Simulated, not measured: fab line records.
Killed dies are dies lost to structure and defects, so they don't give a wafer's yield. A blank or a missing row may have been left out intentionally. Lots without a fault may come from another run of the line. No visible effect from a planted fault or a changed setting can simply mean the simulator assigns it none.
fab line records    flow n5Finfet
record: lots: 11  wafers: 31  lastDay: 18
route steps=1938 shown BEOL_M3@934 BEOL_M4@1111
lots untouched by any fault: they come from a run of this same line in which no faults occurred
startH: the number of hours between the record's first day and the start of the first shown wafer of the lot    waitH: how many hours have passed since the lot's step before this one    " same as the row above    L1.1+2: one row covering several wafers at once    - either no value or no given start    * or withheld: withheld    < > ~ a bound
route shown NAME@n: a module of which the file shows steps, and the number in the route of the first    usual: the fault-free wafers' mean and standard deviation    same: alike in all rows    chamber/n: place in a boat    sites: readings site by site    _std_site: how widely they spread, as a standard deviation    _edge_site: the outer-site mean with the inner-site mean subtracted    radiusMm: for every site, how far away it sits from the centre of the wafer    mask NAME#n: copy n    behind: the last tool/chamber to shape the wafer    hold: what put the lot on hold/how long, in hours/how the hold closed    device: whichever transistor did not switch (one of n, p or np)    end of line: the route-end tests of the same wafers    step lacking rows: just its recipe    killed: count of dies lost to structure and defects at first sort (not the wafer's yield)    map: shows each die of a wafer: x if killed, . if not, _ if none is there
set.NAME: setting as actually run; set.NAME@STEP: the setting as run at that earlier step    model.NAME: the simulator's own value behind a step, which no gauge read
a sample of lots followed through the steps of the route, with each step as a table and each wafer as a row
services: when a tool's chamber went out of use (startH, in hours from the record's first day, below 0 if earlier), for how many hours, and the reason
== steps ==
step: N5_BEOL_M3_HM_DEP_02
recipe: material: TiN  targetThkA: 200  tempC: 25  chamberPressurePa: 0.49996
usual: throttleValvePct: 30.7/1.3
lot.wafer  tool           chamber  startH  waitH  throttleValvePct
L186.1     pvdSputter-01  -        160.60  1.4    31.6
L186.2     "              -        "       "      33.1
L186.6     "              -        "       "      29.6
L185.2     pvdSputter-01  -        161.28  0.2    31.5
L185.3     "              -        "       "      33.1
L185.5     "              -        "       "      31.6
L187.3     pvdSputter-03  -        168.15  2.5    29.3
L187.6     "              -        "       "      29.2
L190.1     pvdSputter-01  -        180.60  1.1    30.8
L190.4     "              -        "       "      33.0
L190.6     "              -        "       "      32.8
L193.2     pvdSputter-01  -        188.99  0.2    29.5
L193.4     "              -        "       "      31.0
L193.5     "              -        "       "      29.8
L196.1     pvdSputter-01  -        241.20  0.6    33.0
L196.4     "              -        "       "      29.5
L200.1     pvdSputter-01  -        258.00  1.7    31.8
L200.3     "              -        "       "      32.9
L200.4     "              -        "       "      29.7
L201.4     pvdSputter-02  -        259.84  0.8    31.4
L201.5     "              -        "       "      31.6
L201.6     "              -        "       "      29.4
L204.2     pvdSputter-02  -        267.11  4.1    29.4
L204.3     "              -        "       "      29.9
L204.5     "              -        "       "      29.2
L203.4     pvdSputter-01  -        270.90  2.1    31.7
L203.5     "              -        "       "      31.7
L203.6     "              -        "       "      30.7
L205.1     pvdSputter-02  -        281.47  1.9    29.3
L205.2     "              -        "       "      31.7
L205.3     "              -        "       "      28.2
step: N5_BEOL_M3_COAT_22
recipe: resist: CAR-EUV  spinRpm: 1500  resistThkNm: 30
usual: spinSpeedRpm: 1500.0/1
lot.wafer  tool           chamber  startH  waitH  spinSpeedRpm
L186.1     lithoTrack-03  0        161.63  -      1498.8
L186.2     "              0        "       "      1498.8
L186.6     "              0        "       "      1498.3
L185.2     lithoTrack-04  0        162.40  -      1500.6
L185.3     "              0        "       "      1500.6
L185.5     "              0        "       "      1501.1
L187.3     lithoTrack-03  0        169.14  -      1500.7
L187.6     "              0        "       "      1499.7
L190.1     lithoTrack-03  0        181.71  -      1498.3
L190.4     "              0        "       "      1500.5
L190.6     "              0        "       "      1501.0
L193.2     lithoTrack-02  0        190.00  -      1499.1
L193.4     "              0        "       "      1499.8
L193.5     "              0        "       "      1498.9
L196.1     lithoTrack-02  0        242.29  -      1499.0
L196.4     "              0        "       "      1499.2
L200.1     lithoTrack-04  0        259.11  -      1502.2
L200.3     "              0        "       "      1500.6
L200.4     "              0        "       "      1500.0
L201.4     lithoTrack-04  0        260.93  -      1499.2
L201.5     "              0        "       "      1499.8
L201.6     "              0        "       "      1499.5
L204.2     lithoTrack-03  0        268.31  -      1499.9
L204.3     "              0        "       "      1499.3
L204.5     "              0        "       "      1500.1
L203.4     lithoTrack-03  0        272.08  -      1314.9
L203.5     "              0        "       "      1315.3
L203.6     "              0        "       "      1313.9
L205.1     lithoTrack-03  0        282.58  -      1317.4
L205.2     "              0        "       "      1318.1
L205.3     "              0        "       "      1316.5
step: N5_BEOL_M3_DESCUM_33
recipe: chemistry: O2  timeS: 7  sourcePowerW: 50  biasPowerW: 20  pressureMtorr: 20  rfFrequencyHz: 2.712e+07  tempC: 40  resist: CAR-EUV  o2FlowSccm: 225
usual: biasPowerW: 20.00/0.057  drypumpMotorCurrentA: 5.6/0.44  oesProductAu: 0.77/0.081  rfVppV: 243.1/1.1  showerheadPlenumPTorr: 2.09/0.058  throttleValvePct: 20.42/0.2
lot.wafer  tool        chamber  startH  waitH  biasPowerW  drypumpMotorCurrentA  oesProductAu  rfHoursCounterH  rfVppV  showerheadPlenumPTorr  throttleValvePct
L186.1     rieDiel-05  0        162.33  0.3    19.98       5.3                   0.86          77               242.6   2.03                   20.06
L186.2     "           3        "       "      19.97       5.1                   0.68          237              241.0   2.06                   20.69
L186.6     "           0        "       "      19.92       5.3                   0.85          -                244.4   2.03                   20.08
L185.2     rieDiel-05  0        162.80  0.0    19.99       5.2                   0.85          77               241.7   2.03                   20.06
L185.3     "           1        "       "      20.09       5.6                   0.70          207              245.5   2.15                   20.28
L185.5     "           2        "       "      20.10       6.2                   0.83          -                244.3   2.13                   20.14
L187.3     rieDiel-02  2        169.69  0.1    19.97       6.0                   0.76          153              243.7   2.10                   20.42
L187.6     "           1        "       "      19.97       5.6                   0.86          -                242.0   2.03                   20.38
L190.1     rieDiel-06  1        182.24  0.0    20.02       6.5                   0.68          226              243.0   2.07                   20.52
L190.4     "           2        "       "      19.91       5.7                   0.74          176              243.4   2.17                   20.39
L190.6     "           3        "       "      19.94       5.6                   0.72          -                243.7   2.18                   20.63
L193.2     rieDiel-02  1        190.40  0.0    20.04       5.6                   0.84          50               240.7   2.03                   20.37
L193.4     "           2        "       "      20.16       6.0                   0.74          161              244.2   2.10                   20.44
L193.5     "           1        "       "      20.04       5.6                   0.84          -                242.2   2.03                   20.39
L196.1     rieDiel-06  2        242.68  0.0    19.98       5.7                   0.73          191              244.1   2.16                   20.43
L196.4     "           3        "       "      20.00       5.6                   0.70          198              243.9   2.17                   20.65
L200.1     rieDiel-05  0        259.64  0.0    20.01       5.2                   0.82          102              241.7   2.02                   20.12
L200.3     "           1        "       "      19.93       5.6                   0.69          232              242.9   2.14                   20.33
L200.4     "           3        "       "      20.03       5.1                   0.94          6                243.0   2.06                   20.41
L201.4     rieDiel-05  3        261.39  0.1    20.01       5.1                   0.94          -                241.9   2.06                   20.40
L201.5     "           0        "       "      19.97       5.2                   0.83          -                242.4   2.02                   20.10
L201.6     "           1        "       "      20.04       5.6                   0.69          -                244.1   2.14                   20.32
L204.2     rieDiel-06  3        268.71  0.0    19.98       5.6                   0.70          205              245.9   2.17                   20.66
L204.3     "           1        "       "      20.04       6.5                   0.66          249              244.0   2.06                   20.57
L204.5     "           1        "       "      19.97       6.5                   0.66          -                242.0   2.06                   20.55
L203.4     rieDiel-06  2        272.49  0.0    20.02       5.6                   0.72          -                244.5   2.16                   20.45
L203.5     "           3        "       "      19.97       5.7                   0.70          -                244.2   2.17                   20.66
L203.6     "           0        "       "      19.99       5.2                   0.78          -                241.0   2.01                   20.65
L205.1     rieDiel-05  1        283.01  0.0    20.06       5.6                   0.69          238              242.7   2.14                   20.34
L205.2     "           3        "       "      19.92       5.1                   0.93          13               242.9   2.05                   20.42
L205.3     "           0        "       "      20.05       5.2                   0.82          108              242.4   2.02                   20.11
step: N5_BEOL_M3_ETCHBACK_99
recipe: chemistry: CHF3  target: SiO2  targetDepthA: 50  timeS: 10.4  sourceW: 215  biasW: 47  Ar_flow_sccm: 200  CHF3_flow_sccm: 12  ionEnergyEv: 100  pressureMtorr: 30
usual: drypumpMotorCurrentA: 5.6/0.41  oesProductAu: 0.77/0.078  rfVppV: 241/4.5  showerheadPlenumPTorr: 2.15/0.061  throttleValvePct: 17.09/0.24
lot.wafer  tool        chamber  startH  waitH  drypumpMotorCurrentA  oesProductAu  rfHoursCounterH  rfVppV  showerheadPlenumPTorr  throttleValvePct
L186.1     rieDiel-02  0        168.63  6.1    5.1                   0.70          191              245     2.25                   17.50
L186.2     "           1        "       "      5.6                   0.84          41               235     2.09                   17.02
L186.6     "           1        "       "      5.6                   0.84          -                236     2.09                   17.03
L185.2     rieDiel-02  1        169.10  6.1    5.6                   0.85          42               235     2.09                   17.03
L185.3     "           0        "       "      5.1                   0.70          191              243     2.25                   17.49
L185.5     "           1        "       "      5.6                   0.84          -                234     2.09                   17.03
L187.3     rieDiel-02  1        174.38  4.5    5.6                   0.85          44               235     2.09                   17.02
L187.6     "           1        "       "      5.7                   0.84          -                236     2.09                   17.02
L190.1     rieDiel-02  3        184.02  0.4    5.6                   0.97          1                238     2.10                   16.72
L190.4     "           2        "       "      6.0                   0.76          159              240     2.14                   17.01
L190.6     "           1        "       "      5.6                   0.84          -                234     2.09                   17.02
L193.2     rieDiel-02  0        196.76  5.9    5.1                   0.69          200              245     2.25                   17.51
L193.4     "           3        "       "      5.6                   0.98          3                239     2.10                   16.73
L193.5     "           0        "       "      5.1                   0.68          -                243     2.25                   17.53
L196.1     rieDiel-06  2        255.66  12.6   5.7                   0.73          194              240     2.25                   17.21
L196.4     "           0        "       "      5.2                   0.78          129              249     2.09                   17.37
L200.1     rieDiel-05  1        270.43  10.4   5.6                   0.70          235              240     2.20                   17.02
L200.3     "           3        "       "      5.1                   0.94          8                242     2.13                   17.07
L200.4     "           2        "       "      6.2                   0.83          80               248     2.17                   16.74
L201.4     rieDiel-06  2        270.47  8.9    5.6                   0.73          199              240     2.25                   17.20
L201.5     "           1        "       "      6.6                   0.66          -                244     2.10                   17.09
L201.6     "           2        "       "      5.6                   0.73          -                240     2.24                   17.23
L204.2     rieDiel-05  2        274.63  5.7    6.2                   0.82          81               249     2.17                   16.75
L204.3     "           0        "       "      5.2                   0.81          105              235     2.10                   16.88
L204.5     "           2        "       "      6.2                   0.82          -                247     2.17                   16.74
L203.4     rieDiel-02  1        281.16  8.4    5.6                   0.80          77               235     2.08                   17.09
L203.5     "           3        "       "      5.6                   0.88          -                238     2.09                   16.77
L203.6     "           0        "       "      5.1                   0.68          -                244     2.24                   17.53
L205.1     rieDiel-02  0        288.01  4.8    5.1                   0.68          214              245     2.24                   17.55
L205.2     "           1        "       "      5.6                   0.80          79               234     2.07                   17.11
L205.3     "           3        "       "      5.7                   0.88          30               241     2.09                   16.79
step: N5_BEOL_M4_RC_MEAS_101
usual: DIBL_N: 36.5/1.9  DIBL_P: 36.4/2.2  IOFF_N: 0.17/0.034  IOFF_P: 0.21/0.036  ION_N: 678/12  ION_P: 462/7.1  SS_N: 71.7/0.61  SS_P: 73.4/0.71  VT_N: 249/3.5  VT_P: -251/3
lot.wafer  tool       chamber  startH  waitH  DIBL_N[mV/V]  DIBL_P[mV/V]  IOFF_N[nA/um]  IOFF_P[nA/um]  ION_N[uA/um]  ION_P[uA/um]  SS_N[mV/dec]  SS_P[mV/dec]  VT_N[mV]  VT_P[mV]
L186.1     prober-02  0        185.35  0.0    37.6          37.9          0.16           0.23           671           455           71.6          73.9          248       -250
L186.2     "          0        "       "      40.3          40.5          0.23           0.27           691           471           71.8          75.4          243       -247
L186.6     "          0        "       "      36.1          35.1          0.15           0.18           666           453           70.9          73.0          251       -253
L185.2     prober-01  0        185.84  0.2    37.7          37.9          0.21           0.25           689           467           72.5          74.7          244       -249
L185.3     "          0        "       "      36.6          37.3          0.18           0.23           679           465           71.9          74.8          248       -250
L185.5     "          0        "       "      37.5          37.5          0.19           0.23           683           461           72.7          73.5          246       -251
L187.3     prober-02  0        204.51  0.3    39.2          39.0          0.22           0.23           689           462           72.0          74.0          246       -252
L187.6     "          0        "       "      39.5          38.4          0.22           0.24           677           464           72.4          73.7          245       -252
L190.1     prober-02  0        209.41  0.0    38.1          38.5          0.20           0.25           687           464           71.9          73.6          246       -249
L190.4     "          0        "       "      35.4          33.8          0.14           0.18           670           456           71.4          72.7          251       -252
L190.6     "          0        "       "      39.0          39.9          0.22           0.28           688           473           72.3          74.6          245       -248
L193.2     prober-01  0        237.59  0.2    36.3          34.0          0.13           0.17           664           456           70.8          72.6          253       -258
L193.4     "          0        "       "      36.0          33.9          0.13           0.16           671           453           70.9          73.0          252       -255
L193.5     "          0        "       "      35.0          32.9          0.12           0.16           658           458           71.3          72.2          256       -256
L196.1     prober-02  0        274.55  0.0    35.0          34.6          0.12           0.17           667           456           71.5          72.6          256       -254
L196.4     "          0        "       "      35.8          35.2          0.13           0.18           664           452           71.1          72.2          254       -252
L200.1     prober-02  0        294.59  0.0    33.7          34.0          0.11           0.16           664           456           71.0          72.5          255       -252
L200.3     "          0        "       "      38.1          39.5          0.18           0.24           683           474           72.7          73.6          252       -250
L200.4     "          0        "       "      34.3          34.0          0.11           0.15           661           453           70.8          72.9          255       -255
L204.2     prober-01  0        298.12  0.2    36.8          38.1          0.18           0.22           676           468           71.6          73.6          248       -252
L204.3     "          0        "       "      35.3          37.1          0.16           0.19           673           456           72.2          72.8          251       -254
L204.5     "          0        "       "      35.3          37.4          0.17           0.20           689           470           72.2          72.9          249       -252
L201.4     prober-02  0        298.76  0.5    36.8          35.1          0.16           0.19           683           464           71.6          73.5          249       -251
L201.5     "          0        "       "      39.3          38.0          0.19           0.25           680           468           72.0          74.0          248       -248
L201.6     "          0        "       "      36.1          33.2          0.14           0.16           671           451           71.9          73.2          252       -255
L203.4     prober-01  0        307.56  0.5    33.3          34.4          0.14           0.16           686           462           72.0          72.5          250       -254
L203.5     "          0        "       "      33.8          34.5          0.12           0.16           662           455           71.7          73.3          254       -253
L203.6     "          0        "       "      35.5          36.3          0.16           0.19           674           456           71.9          73.9          250       -253
L205.1     prober-01  0        318.58  0.0    38.7          38.4          0.20           0.27           687           466           72.4          74.0          247       -246
L205.2     "          0        "       "      36.4          35.0          0.16           0.21           684           465           71.9          73.6          249       -250
L205.3     "          0        "       "      35.9          34.8          0.14           0.20           678           468           71.1          73.4          252       -253
== services ==
tool           chamber  startH  hours  kind
rieDiel-02     3        147.66  -      clean
rieDiel-02     3        147.66  -      consumableReplace:focusRing
rieDiel-02     3        147.66  33.6   scheduledDown
rieDiel-02     3        147.66  33.6   ventCycle
pvdSputter-03  -        157.03  5.4    repair
lithoTrack-03  -        170.32  -      consumableReplace:filter
rieDiel-02     3        205.74  6.4    repair
rieDiel-02     0        207.35  34.2   repair
rieDiel-05     3        225.33  -      clean
rieDiel-05     3        225.33  -      consumableReplace:focusRing
rieDiel-05     3        225.33  13.3   scheduledDown
rieDiel-05     3        225.33  13.3   ventCycle
pvdSputter-02  -        229.10  4.9    repair
rieDiel-02     -        257.56  0.3    repair
rieDiel-05     2        260.27  5.0    repair
lithoTrack-04  -        263.68  -      consumableReplace:filter
pvdSputter-01  -        264.67  2.1    repair
rieDiel-02     0        271.01  5.8    repair
rieDiel-06     1        271.31  -      clean
rieDiel-06     1        271.31  -      consumableReplace:focusRing
rieDiel-06     1        271.31  32.9   scheduledDown
rieDiel-06     1        271.31  32.9   ventCycle
== key ==
firstSign: step: N5_BEOL_M3_COAT_22  reading: spinSpeedRpm  direction: down  sigmas: 99+  usual: *  struck: *
effect none on later readings
metAt N5_BEOL_M3_COAT_22
struckLots L203,L205
rowsEnd L205.1,L205.2,L205.3
notActingAt N5_BEOL_M3_HM_DEP_02,N5_BEOL_M3_DESCUM_33,N5_BEOL_M3_ETCHBACK_99
onsetBetween 268.31 272.08
earlierFault: kind: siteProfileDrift  tool: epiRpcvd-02  chamber: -  onsetH: 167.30  steps: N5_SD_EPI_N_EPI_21  basis: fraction  maxAbsDrift: 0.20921  slopeSharePerHr: 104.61  sitePattern: 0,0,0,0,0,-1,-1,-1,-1
fault: kind: processParameterDrift  tool: lithoTrack-03  chamber: -  onsetH: 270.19  steps: N5_BEOL_M3_COAT_22  channel: spinRpm  offset: *  shape: step  actsIn: *  stated: *
rowsEnd: these wafers met a further fault down the route, and their rows from its step on are left out
